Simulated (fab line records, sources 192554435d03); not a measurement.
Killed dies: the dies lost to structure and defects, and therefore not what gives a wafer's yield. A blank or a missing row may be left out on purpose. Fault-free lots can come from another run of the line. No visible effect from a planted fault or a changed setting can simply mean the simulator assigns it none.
Which tool is to blame? :: flow n5-finfet :: Sampling: 11 lots, 33 wafers, 5 of 1938 route steps

== WHAT THE GAUGES READ, wafer by wafer ==
N5_BEOL_M3_OCD_MEAS_38. Usual: trench-depth-nm 55.2 nm, standard deviation 0.87.
lot: L663
measured: day 7 16:10
on: ocd-01
trench-depth-nm (nm): 56.1 56.1 56.7
flag: 

lot: L667
measured: day 8 18:38
on: ocd-02
trench-depth-nm (nm): 54.4 55.4 55.2
flag: 

lot: L668
measured: day 8 18:49
on: ocd-02
trench-depth-nm (nm): 55.1 55.9 54.4
flag: 

lot: L669
measured: day 9 00:05
on: ocd-02
trench-depth-nm (nm): 54.6 56.1 55.3
flag: 

lot: L671
measured: day 9 11:44
on: ocd-02
trench-depth-nm (nm): 55.3 54.0 54.8
flag: 

lot: L670
measured: day 9 20:14
on: ocd-01
trench-depth-nm (nm): 55.7 54.4 55.2
flag: 

lot: L675
measured: day 10 20:11
on: ocd-01
trench-depth-nm (nm): 54.3 54.6 54.7
flag: 

lot: L676
measured: day 11 01:34
on: ocd-01
trench-depth-nm (nm): 54.0 55.4 54.3
flag: 

lot: L678
measured: day 11 08:06
on: ocd-02
trench-depth-nm (nm): 53.6 54.6 53.3
flag: 

lot: L679
measured: day 11 08:07
on: ocd-01
trench-depth-nm (nm): 56.6 54.4 57.5
flag: 

lot: L683
measured: day 12 22:38
on: ocd-01
trench-depth-nm (nm): 54.3 55.7 55.4
flag: 

N5_BEOL_M4_RC_MEAS_101. Usual: DIBL_N 35.9 mV/V, standard deviation 1.8; DIBL_P 36.2 mV/V, standard deviation 2; IOFF_N 0.16 nA/um, standard deviation 0.031; IOFF_P 0.22 nA/um, standard deviation 0.041; ION_N 676 uA/um, standard deviation 11; ION_P 465 uA/um, standard deviation 8.5; SS_N 71.4 mV/dec, standard deviation 0.64; SS_P 73.2 mV/dec, standard deviation 0.7; VT_N 250 mV, standard deviation 3.5; VT_P -250 mV, standard deviation 3.9.
lot: L663
measured: day 8 04:22
on: prober-02
DIBL_N (mV/V): 35.3 34.0 35.9
DIBL_P (mV/V): 37.7 35.3 37.8
IOFF_N (nA/um): 0.15 0.13 0.16
IOFF_P (nA/um): 0.21 0.18 0.22
ION_N (uA/um): 681 657 688
ION_P (uA/um): 472 456 467
SS_N (mV/dec): 70.8 70.9 70.8
SS_P (mV/dec): 73.5 73.1 73.5
VT_N (mV): 250 253 251
VT_P (mV): -250 -252 -249
flag: 

lot: L667
measured: day 9 22:53
on: prober-02
DIBL_N (mV/V): 35.2 36.6 34.1
DIBL_P (mV/V): 35.6 37.7 34.7
IOFF_N (nA/um): 0.13 0.16 0.12
IOFF_P (nA/um): 0.18 0.22 0.16
ION_N (uA/um): 658 671 672
ION_P (uA/um): 448 462 462
SS_N (mV/dec): 72.0 72.2 71.5
SS_P (mV/dec): 73.5 73.9 73.3
VT_N (mV): 252 248 252
VT_P (mV): -258 -254 -255
flag: 

lot: L668
measured: day 9 11:10
on: prober-02
DIBL_N (mV/V): 36.7 38.2 37.1
DIBL_P (mV/V): 36.8 39.8 37.2
IOFF_N (nA/um): 0.15 0.19 0.15
IOFF_P (nA/um): 0.18 0.24 0.20
ION_N (uA/um): 670 684 666
ION_P (uA/um): 456 464 458
SS_N (mV/dec): 70.9 71.9 70.8
SS_P (mV/dec): 73.6 73.7 73.7
VT_N (mV): 252 248 251
VT_P (mV): -256 -250 -253
flag: 

lot: L669
measured: day 9 22:11
on: prober-01
DIBL_N (mV/V): 34.1 36.5 36.3
DIBL_P (mV/V): 32.5 35.7 35.0
IOFF_N (nA/um): 0.12 0.17 0.16
IOFF_P (nA/um): 0.19 0.24 0.22
ION_N (uA/um): 672 682 675
ION_P (uA/um): 468 464 459
SS_N (mV/dec): 71.3 71.4 71.6
SS_P (mV/dec): 72.5 73.8 72.7
VT_N (mV): 253 247 249
VT_P (mV): -250 -247 -247
flag: 

lot: L671
measured: day 10 02:59
on: prober-01
DIBL_N (mV/V): 36.3 36.3 36.5
DIBL_P (mV/V): 36.6 36.9 36.9
IOFF_N (nA/um): 0.16 0.16 0.16
IOFF_P (nA/um): 0.25 0.26 0.25
ION_N (uA/um): 678 673 688
ION_P (uA/um): 470 465 477
SS_N (mV/dec): 70.6 71.3 71.2
SS_P (mV/dec): 73.6 72.8 72.9
VT_N (mV): 247 249 249
VT_P (mV): -242 -245 -246
flag: 

lot: L670
measured: day 10 15:37
on: prober-01
DIBL_N (mV/V): 34.9 35.7 34.9
DIBL_P (mV/V): 37.0 37.8 37.7
IOFF_N (nA/um): 0.15 0.17 0.15
IOFF_P (nA/um): 0.21 0.23 0.23
ION_N (uA/um): 687 681 675
ION_P (uA/um): 466 467 468
SS_N (mV/dec): 71.2 72.0 71.4
SS_P (mV/dec): 73.0 73.2 73.7
VT_N (mV): 249 251 249
VT_P (mV): -249 -249 -249
flag: 

lot: L675
measured: day 11 12:02
on: prober-01
DIBL_N (mV/V): 34.1 33.9 32.4
DIBL_P (mV/V): 35.4 34.9 33.7
IOFF_N (nA/um): 0.15 0.13 0.12
IOFF_P (nA/um): 0.19 0.18 0.16
ION_N (uA/um): 672 663 674
ION_P (uA/um): 461 459 463
SS_N (mV/dec): 70.4 71.3 70.7
SS_P (mV/dec): 73.0 72.6 72.8
VT_N (mV): 250 251 251
VT_P (mV): -252 -253 -255
flag: 

lot: L676
measured: day 11 17:22
on: prober-01
DIBL_N (mV/V): 37.3 35.6 34.1
DIBL_P (mV/V): 37.5 35.1 34.6
IOFF_N (nA/um): 0.20 0.16 0.15
IOFF_P (nA/um): 0.28 0.22 0.23
ION_N (uA/um): 706 682 679
ION_P (uA/um): 476 470 469
SS_N (mV/dec): 71.2 70.9 70.5
SS_P (mV/dec): 74.2 73.6 73.6
VT_N (mV): 243 246 250
VT_P (mV): -247 -251 -245
flag: 

lot: L678
measured: day 12 02:34
on: prober-01
DIBL_N (mV/V): 37.0 35.4 36.2
DIBL_P (mV/V): 35.9 35.0 35.4
IOFF_N (nA/um): 0.19 0.14 0.16
IOFF_P (nA/um): 0.23 0.20 0.21
ION_N (uA/um): 682 678 671
ION_P (uA/um): 465 468 462
SS_N (mV/dec): 72.1 72.1 72.0
SS_P (mV/dec): 72.8 72.6 73.4
VT_N (mV): 244 251 250
VT_P (mV): -248 -251 -251
flag: 

lot: L679
measured: day 12 05:52
on: prober-01
DIBL_N (mV/V): 37.3 36.9 38.6
DIBL_P (mV/V): 38.5 37.9 39.0
IOFF_N (nA/um): 0.21 0.20 0.22
IOFF_P (nA/um): 0.24 0.23 0.24
ION_N (uA/um): 689 689 691
ION_P (uA/um): 464 468 463
SS_N (mV/dec): 72.4 71.9 71.9
SS_P (mV/dec): 74.3 74.2 74.4
VT_N (mV): 245 244 246
VT_P (mV): -249 -251 -250
flag: 

lot: L683
measured: day 13 15:16
on: prober-01
DIBL_N (mV/V): 36.2 34.7 34.8
DIBL_P (mV/V): 34.7 33.7 33.1
IOFF_N (nA/um): 0.17 0.14 0.15
IOFF_P (nA/um): 0.22 0.20 0.19
ION_N (uA/um): 680 669 662
ION_P (uA/um): 459 466 458
SS_N (mV/dec): 71.8 71.2 71.2
SS_P (mV/dec): 73.0 72.9 71.8
VT_N (mV): 247 249 250
VT_P (mV): -251 -251 -250
flag: 

== WHAT TOOL EACH LOT RAN ON (gives the tool, then ch and the chambers of the sampled wafers, and finally the start) ==
lot: L663
N5_BEOL_M3_DEGAS_44: pvd-sputter-03, day 7 16:44
N5_BEOL_M3_ALD_84: ald-metal-01 ch 0,1,2, day 7 16:50
N5_BEOL_M3_ANNEAL_82: pvd-sputter-03, day 7 17:54

lot: L667
N5_BEOL_M3_DEGAS_44: pvd-sputter-02, day 8 19:18
N5_BEOL_M3_ALD_84: ald-metal-01 ch 0,1,3, day 8 19:24
N5_BEOL_M3_ANNEAL_82: pvd-sputter-03, day 8 20:30

lot: L668
N5_BEOL_M3_DEGAS_44: pvd-sputter-02, day 8 19:23
N5_BEOL_M3_ALD_84: ald-metal-04 ch 0,2, day 8 19:29
N5_BEOL_M3_ANNEAL_82: pvd-sputter-02, day 8 20:34

lot: L669
N5_BEOL_M3_DEGAS_44: pvd-sputter-02, day 9 01:32
N5_BEOL_M3_ALD_84: ald-metal-01 ch 1,2, day 9 01:38
N5_BEOL_M3_ANNEAL_82: pvd-sputter-02, day 9 02:55

lot: L671
N5_BEOL_M3_DEGAS_44: pvd-sputter-03, day 9 12:23
N5_BEOL_M3_ALD_84: ald-metal-04 ch 0,3, day 9 12:30
N5_BEOL_M3_ANNEAL_82: pvd-sputter-02, day 9 13:40

lot: L670
N5_BEOL_M3_DEGAS_44: pvd-sputter-01, day 9 21:13
N5_BEOL_M3_ALD_84: ald-metal-03 ch 0,2, day 9 21:19
N5_BEOL_M3_ANNEAL_82: pvd-sputter-02, day 9 22:23

lot: L675
N5_BEOL_M3_DEGAS_44: pvd-sputter-01, day 10 20:23
N5_BEOL_M3_ALD_84: ald-metal-01 ch 1,2,3, day 10 20:29
N5_BEOL_M3_ANNEAL_82: pvd-sputter-02, day 10 21:26

lot: L676
N5_BEOL_M3_DEGAS_44: pvd-sputter-02, day 11 01:58
N5_BEOL_M3_ALD_84: ald-metal-04 ch 0,1,2, day 11 02:04
N5_BEOL_M3_ANNEAL_82: pvd-sputter-03, day 11 03:05

lot: L678
N5_BEOL_M3_DEGAS_44: pvd-sputter-02, day 11 08:44
N5_BEOL_M3_ALD_84: ald-metal-04 ch 0,1,3, day 11 08:50
N5_BEOL_M3_ANNEAL_82: pvd-sputter-03, day 11 10:00

lot: L679
N5_BEOL_M3_DEGAS_44: pvd-sputter-03, day 11 08:48
N5_BEOL_M3_ALD_84: ald-metal-03 ch 1,2,3, day 11 08:54
N5_BEOL_M3_ANNEAL_82: pvd-sputter-01, day 11 11:31

lot: L683
N5_BEOL_M3_DEGAS_44: pvd-sputter-01, day 12 23:20
N5_BEOL_M3_ALD_84: ald-metal-04 ch 0,1,2, day 12 23:26
N5_BEOL_M3_ANNEAL_82: pvd-sputter-02, day 13 00:25
- N5_BEOL_M3_DEGAS_44: time 60 s.
- N5_BEOL_M3_ALD_84: deposits TaN, pulse time 2 s, purge time 3 s, co reactant purge time 2 s.
- N5_BEOL_M3_ANNEAL_82: time 240 s.

== AS READ BY THE TOOLS THEMSELVES (means over the sampled wafers that have a number; for cases with no such wafer, the mark the record gives instead) ==
N5_BEOL_M3_DEGAS_44. Usual: heater-power-w 336 W, standard deviation 40.
lot: L663
tool: pvd-sputter-03
heater-power-w (W): 340
flag: 

lot: L667
tool: pvd-sputter-02
heater-power-w (W): 296
flag: 

lot: L668
tool: pvd-sputter-02
heater-power-w (W): 312
flag: 

lot: L669
tool: pvd-sputter-02
heater-power-w (W): 280
flag: 

lot: L671
tool: pvd-sputter-03
heater-power-w (W): 347
flag: 

lot: L670
tool: pvd-sputter-01
heater-power-w (W): 387
flag: 

lot: L675
tool: pvd-sputter-01
heater-power-w (W): 305
flag: 

lot: L676
tool: pvd-sputter-02
heater-power-w (W): 310
flag: 

lot: L678
tool: pvd-sputter-02
heater-power-w (W): 294
flag: 

lot: L679
tool: pvd-sputter-03
heater-power-w (W): 360
flag: 

lot: L683
tool: pvd-sputter-01
heater-power-w (W): 375
flag: 

N5_BEOL_M3_ALD_84. Usual: heater-power-w 406 W, standard deviation 56.
lot: L663
tool: ald-metal-01
heater-power-w (W): 410
flag: 

lot: L667
tool: ald-metal-01
heater-power-w (W): 388
flag: 

lot: L668
tool: ald-metal-04
heater-power-w (W): 382
flag: 

lot: L669
tool: ald-metal-01
heater-power-w (W): 405
flag: 

lot: L671
tool: ald-metal-04
heater-power-w (W): 371
flag: 

lot: L670
tool: ald-metal-03
heater-power-w (W): 416
flag: 

lot: L675
tool: ald-metal-01
heater-power-w (W): 390
flag: 

lot: L676
tool: ald-metal-04
heater-power-w (W): 374
flag: 

lot: L678
tool: ald-metal-04
heater-power-w (W): 365
flag: 

lot: L679
tool: ald-metal-03
heater-power-w (W): 458
flag: 

lot: L683
tool: ald-metal-04
heater-power-w (W): 369
flag: 

N5_BEOL_M3_ANNEAL_82. Usual: heater-power-w 836 W, standard deviation 100.
lot: L663
tool: pvd-sputter-03
heater-power-w (W): 869
flag: 

lot: L667
tool: pvd-sputter-03
heater-power-w (W): 903
flag: 

lot: L668
tool: pvd-sputter-02
heater-power-w (W): 781
flag: 

lot: L669
tool: pvd-sputter-02
heater-power-w (W): 689
flag: 

lot: L671
tool: pvd-sputter-02
heater-power-w (W): 787
flag: 

lot: L670
tool: pvd-sputter-02
heater-power-w (W): 724
flag: 

lot: L675
tool: pvd-sputter-02
heater-power-w (W): 790
flag: 

lot: L676
tool: pvd-sputter-03
heater-power-w (W): 875
flag: 

lot: L678
tool: pvd-sputter-03
heater-power-w (W): 881
flag: 

lot: L679
tool: pvd-sputter-01
heater-power-w (W): 863
flag: 

lot: L683
tool: pvd-sputter-02
heater-power-w (W): 807
flag: 

== THE ANSWER, worked out from the rows above alone ==
Rule: lot off if the mean of its wafers having a number is beyond 3 standard deviations from the usual mean. A lot without any number at a reading at which 4 lots or more have one is off too. The other lots that the step has rows for count as sound. The gauges are gone through in route order, then the tools' own readings, and for those a lot's mean is taken as printed above. The first step at which some lot is off is used, and at that step the reading that is off furthest; a lot without a number counts as furthest.
Across all readings shown, no lot is off: no conclusion can be drawn from this.

== WHAT WAS PUT IN BY THE SIMULATOR ==
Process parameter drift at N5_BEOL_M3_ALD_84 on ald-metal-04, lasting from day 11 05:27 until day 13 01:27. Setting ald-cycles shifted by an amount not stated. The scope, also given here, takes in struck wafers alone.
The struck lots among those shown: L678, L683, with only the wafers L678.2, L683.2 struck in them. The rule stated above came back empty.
